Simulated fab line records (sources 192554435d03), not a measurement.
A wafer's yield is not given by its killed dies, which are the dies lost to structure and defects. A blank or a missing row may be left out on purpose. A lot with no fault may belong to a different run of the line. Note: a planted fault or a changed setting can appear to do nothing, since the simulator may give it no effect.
fab line records	flow n5Finfet
record: lots: 6	wafers: 18	lastDay: 17
route steps=1938 shown BEOL_M15@1796
lots with no fault: from the same line, run without faults
startH: hours from the record's opening day to when the first of the lot's shown wafers began	waitH: hours since the lot's step before	" the same as in the row above	L1.1+2: several wafers, shown together as one row	- either no value or no given start	* or withheld: withheld	< > ~ a bound
route shown NAME@n: NAME is a module with steps in the file, n the number in the route of the first one	usual: mean/standard deviation of fault-free wafers	same: alike in all rows	chamber/n: place in a boat	sites: the reading at each site	_std_site: the values' standard deviation	_edge_site: mean of outer sites minus mean of inner sites	radiusMm: for every site, how far away it sits from the centre of the wafer	mask NAME#n: copy n	behind: the tool/chamber that last shaped the wafer	hold: cause of the lot's hold/its duration in hours/its outcome	device: transistor that didn't switch, given as n, p or np	end of line: at the end of the route, the tests of the same wafers	where a step has no rows: the recipe by itself	killed: the dies lost at the first sort to structure and to defects; this is not the yield of the wafer	map: a wafer's dies, marking killed ones x, the rest . and places with no die _
set.NAME: the setting as run; set.NAME@STEP: as run at that earlier step	model.NAME: the simulator's own value behind a step, which no gauge read
a table for each step, a row for each wafer; lots at some steps of the route
services: a tool's chamber out of use, with start hour (startH, from the record's first day; less than 0 if before it), hours out, and reason
== steps ==
step: N5_BEOL_M15_COAT_60
recipe: resist: BARC	tempC: 205	timeS: 60	spinRpm: 1500	resistThkNm: 89
step: N5_BEOL_M15_COAT_22
recipe: spinRpm: 1704	resistThkNm: 800
step: N5_BEOL_M15_EBR_24
recipe: solvent: PGMEA	ebrWidthMm: 1.5
step: N5_BEOL_M15_SOFTBAKE_23
recipe: tempC: 130	timeS: 60
step: N5_BEOL_M15_EXPOSE_25
recipe: maskId: M15	na: 0.8	sourceShape: annular	sigmaInner: 0.5	sigmaOuter: 0.8	polarization: unpolarized	targetCdNm: 400	doseMj: 35.5
step: N5_BEOL_M15_PEB_26
recipe: pebTempC: 130	pebTimeS: 90
step: N5_BEOL_M15_DEVELOP_27
recipe: developTimeS: 45	rinseLiquid: diw	dry: airSpin	devTempC: 21
step: N5_BEOL_M15_HARDBAKE_32
recipe: tempC: 130	timeS: 120
step: N5_BEOL_M15_CD_MEAS_28
recipe: targetCdNm: 407.6	landingEnergyEv: 500	detector: seInlens
usual: cdNm: 408.0/2.4
lot.wafer	tool	chamber	startH	waitH	cdNm
L764.1	cdSem-03	0	279.06	-	409.5
L764.2	"	0	"	"	409.3
L764.5	"	0	"	"	408.9
L766.1	cdSem-02	0	290.49	-	410.6
L766.3	"	0	"	"	406.4
L766.5	"	0	"	"	411.4
L771.1	cdSem-02	0	316.92	-	408.9
L771.2	"	0	"	"	411.3
L771.6	"	0	"	"	410.5
L773.1	cdSem-01	0	336.43	-	412.2
L773.3	"	0	"	"	408.5
L773.4	"	0	"	"	410.2
L780.1	cdSem-02	0	369.19	-	403.0
L780.3	"	0	"	"	407.6
L780.6	"	0	"	"	406.0
L784.3	cdSem-01	0	384.96	-	407.7
L784.4	"	0	"	"	408.3
L784.5	"	0	"	"	405.1
step: N5_BEOL_M15_OVL_MEAS_29
recipe: pointsPerWafer: 44
usual: M15_OVL: -1/5
lot.wafer	tool	chamber	startH	waitH	M15_OVL[nm]
L764.1	overlay-01	0	279.09	0.0	1
L764.2	"	0	"	"	2
L764.5	"	0	"	"	3
L766.1	overlay-02	0	290.52	0.0	-8
L766.3	"	0	"	"	-1
L766.5	"	0	"	"	-4
L771.1	overlay-02	0	316.95	0.0	3
L771.2	"	0	"	"	-8
L771.6	"	0	"	"	-3
L773.1	overlay-02	0	336.46	0.0	6
L773.3	"	0	"	"	6
L773.4	"	0	"	"	2
L780.1	overlay-01	0	369.22	0.0	-3
L780.3	"	0	"	"	-2
L780.6	"	0	"	"	-1
L784.3	overlay-01	0	384.98	0.0	-4
L784.4	"	0	"	"	2
L784.5	"	0	"	"	-5
step: N5_BEOL_M15_INSPECT_30
recipe: mode: adi	inspectInstrument: macro
usual: rawDefectCount: 2.2/1.4
lot.wafer	tool	chamber	startH	waitH	rawDefectCount
L764.1	defectInspect-01	-	279.12	0.0	1
L764.2	"	-	"	"	2
L764.5	"	-	"	"	3
L766.1	defectInspect-01	-	290.55	0.0	3
L766.3	"	-	"	"	3
L766.5	"	-	"	"	3
L771.1	defectInspect-01	-	316.98	0.0	3
L771.2	"	-	"	"	5
L771.6	"	-	"	"	1
L773.1	defectInspect-01	-	336.49	0.0	2
L773.3	"	-	"	"	0
L773.4	"	-	"	"	2
L780.1	defectInspect-02	-	369.25	0.0	2
L780.3	"	-	"	"	3
L780.6	"	-	"	"	3
L784.3	defectInspect-01	-	385.01	0.0	2
L784.4	"	-	"	"	2
L784.5	"	-	"	"	1
step: N5_BEOL_M15_DESCUM_33
recipe: chemistry: O2	timeS: 7.9	sourcePowerW: 50	biasPowerW: 20	pressureMtorr: 20	rfFrequencyHz: 2.712e+07	tempC: 40	o2FlowSccm: 225
usual: drypumpMotorCurrentA: 5.8/0.52	o2FlowSccm: 225.0/0.66	oesProductAu: 0.77/0.068	rfVppV: 242.8/1.2	showerheadPlenumPTorr: 2.08/0.045	throttleValvePct: 20.45/0.26
lot.wafer	tool	chamber	startH	waitH	drypumpMotorCurrentA	o2FlowSccm	oesProductAu	rfHoursCounterH	rfVppV	showerheadPlenumPTorr	throttleValvePct
L764.1	rieDiel-02	2	279.15	0.0	6.4	225.4	0.69	191	241.6	2.11	20.80
L764.2	"	0	"	"	5.4	225.1	0.84	76	242.3	2.06	20.14
L764.5	"	3	"	"	5.4	225.1	0.73	-	242.8	2.08	20.70
L766.1	rieDiel-02	3	291.30	0.7	5.4	225.5	0.72	194	243.4	2.08	20.69
L766.3	"	1	"	"	5.7	224.8	0.76	122	241.3	2.01	20.32
L766.5	"	0	"	"	5.4	225.5	0.84	-	242.3	2.06	20.14
L771.1	rieDiel-02	0	317.01	0.0	5.4	225.5	0.82	87	243.2	2.06	20.14
L771.2	"	2	"	"	6.4	224.8	0.68	203	242.2	2.11	20.83
L771.6	"	0	"	"	5.4	224.7	0.83	-	241.8	2.06	20.15
L773.1	rieDiel-02	0	336.52	0.0	5.4	224.6	0.83	94	241.9	2.06	20.15
L773.3	"	1	"	"	5.7	224.2	0.76	137	240.6	2.01	20.33
L773.4	"	3	"	"	5.4	225.4	0.72	209	241.5	2.07	20.72
L780.1	rieDiel-03	1	369.28	0.0	4.8	225.8	0.82	75	243.0	2.12	20.27
L780.3	"	0	"	"	5.3	224.8	0.77	140	241.4	2.02	20.57
L780.6	"	2	"	"	5.7	225.7	0.87	-	246.0	2.15	20.22
L784.3	rieDiel-03	3	385.13	0.1	6.7	225.4	0.75	146	243.0	2.10	20.36
L784.4	"	1	"	"	4.8	224.6	0.81	80	244.3	2.12	20.30
L784.5	"	3	"	"	6.7	225.8	0.76	-	242.5	2.10	20.35
step: N5_BEOL_M15_ETCH_61
recipe: chemistry: N2/H2	target: BARC	targetDepthA: 890	overetchA: 267	timeS: 67.9	ionEnergyEv: 200	pressureMtorr: 30	sourceW: 840	biasW: 150	n2FlowSccm: 200	h2FlowSccm: 200
usual: biasW: 150.0/0.44	drypumpMotorCurrentA: 5.8/0.51	oesProductAu: 0.66/0.055	rfVppV: 523.0/1.7	showerheadPlenumPTorr: 2.52/0.051	throttleValvePct: 17.89/0.27
lot.wafer	tool	chamber	startH	waitH	biasW	drypumpMotorCurrentA	oesProductAu	rfHoursCounterH	rfVppV	showerheadPlenumPTorr	throttleValvePct	model.coat_of_BEOL_M15_COAT_22.thkNm	model.BEOL_M15.cdNm
L764.1	rieDiel-02	2	279.19	0.0	150.3	6.5	0.60	191	522.3	2.51	17.96	724.8	401.6
L764.2	"	0	"	"	150.0	5.4	0.72	76	522.1	2.49	17.55	717.8	403.2
L764.5	"	3	"	"	150.4	5.4	0.62	-	522.5	2.55	18.33	723.4	400.4
L766.1	rieDiel-02	3	291.33	0.0	150.4	5.4	0.62	194	524.3	2.55	18.35	718.2	400.8
L766.3	"	1	"	"	149.5	5.7	0.66	122	521.2	2.44	17.89	716.4	398
L766.5	"	0	"	"	151.0	5.4	0.72	-	521.9	2.49	17.56	716.2	405.2
L771.1	rieDiel-02	0	317.04	0.0	150.1	5.4	0.71	87	522.1	2.49	17.57	716.2	401.4
L771.2	"	2	"	"	150.5	6.4	0.59	203	524.0	2.50	17.96	701.4	407
L771.6	"	0	"	"	149.4	5.4	0.71	-	521.9	2.49	17.55	693.6	407.6
L773.1	rieDiel-02	0	336.56	0.0	149.6	5.4	0.71	94	521.6	2.49	17.58	718.2	404.6
L773.3	"	1	"	"	149.5	5.7	0.65	137	519.0	2.44	17.92	722.2	400.4
L773.4	"	3	"	"	149.4	5.4	0.61	209	523.2	2.54	18.36	703.6	406.2
L780.1	rieDiel-03	1	369.32	0.0	150.1	4.8	0.69	75	524.7	2.58	17.77	716.2	398.2
L780.3	"	0	"	"	150.5	5.3	0.67	140	521.2	2.45	17.94	717.8	400.4
L780.6	"	2	"	"	150.3	5.7	0.76	-	527.0	2.58	17.52	717	399.4
L784.3	rieDiel-03	3	385.17	0.0	150.4	6.6	0.65	146	523.4	2.54	17.83	718.6	398.8
L784.4	"	1	"	"	149.7	4.8	0.69	80	524.1	2.58	17.79	715.8	402.6
L784.5	"	3	"	"	150.2	6.5	0.65	-	522.9	2.54	17.81	717.2	396.8
step: N5_BEOL_M15_TRENCH_ETCH_34
recipe: chemistry: C4F8/O2/Ar	target: SiO2	targetDepthA: 8729.3	heInnerTorr: 15	heOuterTorr: 30	timeS: 199	ionEnergyEv: 800	pressureMtorr: 20	sourceW: 1905	biasW: 2040	Ar_flow_sccm: 400	C4F8_flow_sccm: 16	O2_flow_sccm: 12
usual: biasW: 2039/6.5	drypumpMotorCurrentA: 5.8/0.51	oes_f_703_au: 0.78/0.071	oesProductAu: 0.77/0.071	rfVppV: 2243/38	showerheadPlenumPTorr: 3.39/0.058	throttleValvePct: 30.77/0.24
lot.wafer	tool	chamber	startH	waitH	biasW	drypumpMotorCurrentA	oes_f_703_au	oesProductAu	rfHoursCounterH	rfVppV	showerheadPlenumPTorr	throttleValvePct	model.coat_of_BEOL_M15_COAT_22.thkNm
L764.1	rieDiel-02	2	279.24	0.0	2036	6.5	0.70	0.69	191	2229	3.41	30.90	554
L764.2	"	0	"	"	2040	5.4	0.87	0.85	76	2291	3.37	30.51	533.8
L764.5	"	3	"	"	2051	5.4	0.71	0.73	-	2280	3.37	30.75	549.6
L766.1	rieDiel-02	3	291.38	0.0	2031	5.4	0.70	0.72	194	2278	3.37	30.75	546.8
L766.3	"	1	"	"	2043	5.7	0.79	0.77	122	2231	3.32	30.90	543.6
L766.5	"	0	"	"	2040	5.4	0.86	0.85	-	2290	3.37	30.55	531.8
L771.1	rieDiel-02	0	317.10	0.0	2052	5.4	0.85	0.84	87	2288	3.36	30.51	531.4
L771.2	"	2	"	"	2044	6.4	0.69	0.67	203	2228	3.41	30.93	530.8
L771.6	"	0	"	"	2041	5.4	0.85	0.84	-	2288	3.36	30.52	510
L773.1	rieDiel-02	0	336.61	0.0	2025	5.4	0.85	0.83	94	2290	3.36	30.53	532.8
L773.3	"	1	"	"	2033	5.7	0.78	0.75	137	2230	3.32	30.90	549
L773.4	"	3	"	"	2036	5.4	0.69	0.72	209	2277	3.36	30.78	530.4
L780.1	rieDiel-03	1	369.37	0.0	2040	4.8	0.81	0.83	75	2282	3.48	30.65	537
L780.3	"	0	"	"	2027	5.3	0.80	0.77	140	2278	3.32	31.05	540.4
L780.6	"	2	"	"	2036	5.7	0.89	0.88	-	2208	3.49	30.52	541.8
L784.3	rieDiel-03	3	385.22	0.0	2031	6.6	0.79	0.75	146	2202	3.41	30.53	547
L784.4	"	1	"	"	2036	4.8	0.80	0.82	80	2280	3.47	30.63	539.8
L784.5	"	3	"	"	2034	6.6	0.79	0.76	-	2199	3.41	30.54	544.8
step: N5_BEOL_M15_STRIP_36
recipe: chemistry: O2	powerW: 600	tempC: 60	pressureMtorr: 30	rfFrequencyHz: 6e+07	biasPowerW: 0	overashFraction: 0.3	o2FlowSccm: 225
usual: drypumpMotorCurrentA: 5.8/0.51	o2FlowSccm: 224.9/0.7	oesProductAu: 0.78/0.07	rfVppV: 3.5/0.88	showerheadPlenumPTorr: 2.08/0.047	throttleValvePct: 16.67/0.26
lot.wafer	tool	chamber	startH	waitH	drypumpMotorCurrentA	o2FlowSccm	oesProductAu	rfHoursCounterH	rfVppV	showerheadPlenumPTorr	throttleValvePct
L764.1	rieDiel-05	3	280.27	0.8	6.4	224.4	0.81	115	3.9	2.05	16.97
L764.2	"	2	"	"	5.9	224.5	0.77	133	4.3	2.11	16.54
L764.5	"	2	"	"	5.9	224.9	0.78	-	4.2	2.11	16.56
L766.1	rieDiel-03	1	292.39	0.8	4.8	226.1	0.84	52	4.5	2.13	16.53
L766.3	"	3	"	"	6.6	226.0	0.78	123	4.2	2.11	16.55
L766.5	"	0	"	"	5.4	225.7	0.78	-	3.1	2.04	16.72
L771.1	rieDiel-05	1	319.59	2.3	5.6	225.0	0.70	209	4.4	2.15	16.59
L771.2	"	2	"	"	5.8	223.7	0.77	146	3.5	2.11	16.62
L771.6	"	2	"	"	5.9	224.9	0.77	-	2.8	2.11	16.61
L773.1	rieDiel-02	2	337.53	0.7	6.4	225.4	0.69	210	3.4	2.11	17.08
L773.3	"	3	"	"	5.4	226.0	0.72	209	4.6	2.08	17.00
L773.4	"	0	"	"	5.4	223.8	0.81	94	2.2	2.06	16.40
L780.1	rieDiel-05	2	370.76	1.2	5.9	224.6	0.74	156	3.8	2.11	16.63
L780.3	"	3	"	"	6.4	224.5	0.77	145	3.7	2.04	17.04
L780.6	"	2	"	"	5.9	224.6	0.76	-	2.7	2.11	16.59
L784.3	rieDiel-03	2	387.71	2.3	5.7	226.0	0.89	33	4.3	2.15	16.46
L784.4	"	3	"	"	6.6	223.8	0.77	146	3.8	2.11	16.60
L784.5	"	2	"	"	5.7	226.1	0.87	-	3.1	2.15	16.46
step: N5_BEOL_M15_STRIP_62
recipe: chemistry: O2	powerW: 600	tempC: 60	pressureMtorr: 30	rfFrequencyHz: 6e+07	biasPowerW: 0	overashFraction: 0.3	o2FlowSccm: 225
usual: drypumpMotorCurrentA: 5.8/0.51	o2FlowSccm: 225.0/0.62	oesProductAu: 0.78/0.069	rfVppV: 3.7/0.49	showerheadPlenumPTorr: 2.08/0.047	throttleValvePct: 16.67/0.26
lot.wafer	tool	chamber	startH	waitH	drypumpMotorCurrentA	o2FlowSccm	oesProductAu	rfHoursCounterH	rfVppV	showerheadPlenumPTorr	throttleValvePct
L764.1	rieDiel-05	3	-	-	6.4	223.2	0.80	115	3.8	2.05	16.98
L764.2	"	2	"	"	5.9	225.3	0.79	133	4.1	2.12	16.58
L764.5	"	2	"	"	5.9	224.6	0.78	-	3.4	2.12	16.57
L766.1	rieDiel-03	1	-	-	4.8	224.5	0.85	52	3.9	2.14	16.53
L766.3	"	3	"	"	6.7	225.2	0.78	123	4.4	2.11	16.56
L766.5	"	0	"	"	5.3	224.2	0.79	-	3.8	2.04	16.70
L771.1	rieDiel-05	1	-	-	5.7	225.2	0.69	209	3.5	2.15	16.58
L771.2	"	2	"	"	5.9	225.1	0.78	146	3.7	2.11	16.60
L771.6	"	2	"	"	5.9	224.8	0.77	-	3.2	2.11	16.58
L773.1	rieDiel-02	2	-	-	6.5	225.2	0.68	210	3.9	2.11	17.11
L773.3	"	3	"	"	5.4	225.5	0.72	209	2.8	2.08	16.98
L773.4	"	0	"	"	5.4	225.2	0.83	94	3.6	2.06	16.38
L780.1	rieDiel-05	2	-	-	5.9	225.1	0.75	156	4.7	2.11	16.60
L780.3	"	3	"	"	6.4	224.8	0.77	145	3.9	2.04	17.04
L780.6	"	2	"	"	5.8	224.7	0.75	-	3.6	2.11	16.61
L784.3	rieDiel-03	2	-	-	5.7	225.9	0.88	33	3.5	2.15	16.46
L784.4	"	3	"	"	6.6	227.0	0.77	146	3.9	2.11	16.60
L784.5	"	2	"	"	5.7	224.6	0.88	-	4.7	2.15	16.46
step: N5_BEOL_M15_STRIP_37
recipe: chemistry: O2	powerW: 600	tempC: 60	pressureMtorr: 30	rfFrequencyHz: 6e+07	biasPowerW: 0	overashFraction: 0.3	o2FlowSccm: 225
usual: drypumpMotorCurrentA: 5.8/0.51	o2FlowSccm: 224.9/0.69	oesProductAu: 0.78/0.069	rfVppV: 3.6/0.63	showerheadPlenumPTorr: 2.08/0.047	throttleValvePct: 16.67/0.26
lot.wafer	tool	chamber	startH	waitH	drypumpMotorCurrentA	o2FlowSccm	oesProductAu	rfHoursCounterH	rfVppV	showerheadPlenumPTorr	throttleValvePct
L764.1	rieDiel-05	3	-	-	6.4	224.8	0.80	115	4.3	2.05	16.96
L764.2	"	2	"	"	5.9	226.1	0.78	133	3.4	2.11	16.57
L764.5	"	2	"	"	5.9	226.0	0.78	-	2.9	2.12	16.56
L766.1	rieDiel-03	1	-	-	4.8	224.3	0.86	52	5.4	2.14	16.52
L766.3	"	3	"	"	6.6	225.2	0.78	123	5.3	2.11	16.56
L766.5	"	0	"	"	5.3	225.1	0.80	-	3.8	2.04	16.70
L771.1	rieDiel-05	1	-	-	5.6	224.9	0.69	209	3.6	2.15	16.56
L771.2	"	2	"	"	5.9	224.9	0.78	146	3.9	2.11	16.61
L771.6	"	2	"	"	5.9	225.0	0.76	-	3.2	2.11	16.59
L773.1	rieDiel-02	2	-	-	6.4	224.8	0.68	210	4.6	2.11	17.08
L773.3	"	3	"	"	5.4	225.7	0.73	209	3.4	2.08	16.97
L773.4	"	0	"	"	5.4	225.1	0.82	94	2.7	2.06	16.38
L780.1	rieDiel-05	2	-	-	5.9	224.5	0.76	156	2.6	2.11	16.61
L780.3	"	3	"	"	6.4	223.3	0.77	145	3.8	2.04	17.01
L780.6	"	2	"	"	5.9	224.1	0.76	-	4.3	2.11	16.60
L784.3	rieDiel-03	2	-	-	5.7	225.0	0.87	33	2.9	2.15	16.45
L784.4	"	3	"	"	6.6	224.3	0.76	146	3.2	2.11	16.61
L784.5	"	2	"	"	5.7	225.3	0.88	-	3.4	2.15	16.46
step: N5_BEOL_M15_ETCH_38
recipe: chemistry: CF4/N2	target: SiCN	targetDepthA: 1064	taperDeg: 2	timeS: 120.5	ionEnergyEv: 150	maskMaterial: SiO2	pressureMtorr: 40	sourceW: 430	biasW: 70	Ar_flow_sccm: 100	cf4FlowSccm: 60	n2FlowSccm: 60
usual: biasW: 70.01/0.22	drypumpMotorCurrentA: 5.8/0.51	oesProductAu: 0.78/0.072	rfVppV: 381.7/1.4	showerheadPlenumPTorr: 2.18/0.044	throttleValvePct: 15.39/0.23
lot.wafer	tool	chamber	startH	waitH	biasW	drypumpMotorCurrentA	oesProductAu	rfHoursCounterH	rfVppV	showerheadPlenumPTorr	throttleValvePct	model.BEOL_M15.cdNm
L764.1	rieDiel-05	3	-	-	70.54	6.4	0.79	115	381.0	2.16	15.71	401
L764.2	"	2	"	"	69.82	5.9	0.80	133	383.2	2.21	15.27	404
L764.5	"	2	"	"	69.84	5.9	0.79	-	381.5	2.21	15.30	400.8
L766.1	rieDiel-03	1	-	-	70.24	4.8	0.87	52	384.2	2.25	15.30	401.2
L766.3	"	3	"	"	70.30	6.6	0.78	123	381.9	2.21	15.26	398.6
L766.5	"	0	"	"	70.01	5.3	0.80	-	379.4	2.13	15.39	406.2
L771.1	rieDiel-05	1	-	-	69.65	5.7	0.70	209	383.8	2.26	15.36	401.4
L771.2	"	2	"	"	70.00	5.9	0.79	146	382.5	2.20	15.28	405.8
L771.6	"	2	"	"	70.25	5.9	0.80	-	381.5	2.20	15.29	408
L773.1	rieDiel-02	2	-	-	69.98	6.4	0.67	210	381.0	2.18	15.68	405.2
L773.3	"	3	"	"	69.60	5.4	0.70	209	380.7	2.16	15.64	400.6
L773.4	"	0	"	"	69.86	5.4	0.84	94	380.0	2.14	14.99	406.2
L780.1	rieDiel-05	2	-	-	70.40	5.9	0.77	156	381.9	2.20	15.31	398.8
L780.3	"	3	"	"	69.52	6.4	0.76	145	379.8	2.15	15.76	400
L780.6	"	2	"	"	70.40	5.9	0.77	-	383.1	2.20	15.31	398.8
L784.3	rieDiel-03	2	-	-	70.26	5.7	0.88	33	382.9	2.25	15.15	398.4
L784.4	"	3	"	"	69.92	6.6	0.76	146	382.8	2.20	15.32	403.6
L784.5	"	2	"	"	70.22	5.7	0.86	-	383.7	2.25	15.15	396.6
step: N5_BEOL_M15_PRECLEAN_39
recipe: chemistry: residueRemover	timeS: 60	tempC: 40
== services ==
tool	chamber	startH	hours	kind
rieDiel-03	2	261.75	-	clean
rieDiel-03	2	261.75	-	consumableReplace:focusRing
rieDiel-03	2	261.75	24.2	scheduledDown
rieDiel-03	2	261.75	24.2	ventCycle
rieDiel-05	0	269.66	-	clean
rieDiel-05	0	269.66	-	consumableReplace:focusRing
rieDiel-05	0	269.66	24.8	scheduledDown
rieDiel-05	0	269.66	24.8	ventCycle
rieDiel-05	2	348.81	20.3	repair
== key ==
firstSign none at tools or gauges
modelEffect: step: N5_BEOL_M15_ETCH_61	value: coat_of_BEOL_M15_COAT_22.thkNm	without: 720.3	struck: 699.5
modelEffect: step: N5_BEOL_M15_TRENCH_ETCH_34	value: coat_of_BEOL_M15_COAT_22.thkNm	without: 544.6	struck: 523.7
modelEffect: step: N5_BEOL_M15_ETCH_38	value: BEOL_M15.cdNm	without: 402.6	struck: 406.7
metAt N5_BEOL_M15_ETCH_61
struckWafers L771.2,L771.6,L773.4
baselineLoss: step: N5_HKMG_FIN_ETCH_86	wafers: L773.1
onsetBetween 291.33 317.04
fault: kind: processParameterDrift	tool: rieDiel-02	chamber: -	onsetH: 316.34	steps: N5_BEOL_M15_ETCH_61	channel: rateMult	offset: 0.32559	shape: step	endH: 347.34	scope: struckWafersOnly
baselineLoss: these wafers lose ten dies or more at that step, a loss of the line's own and not of a fault; the sort's usual values leave them out
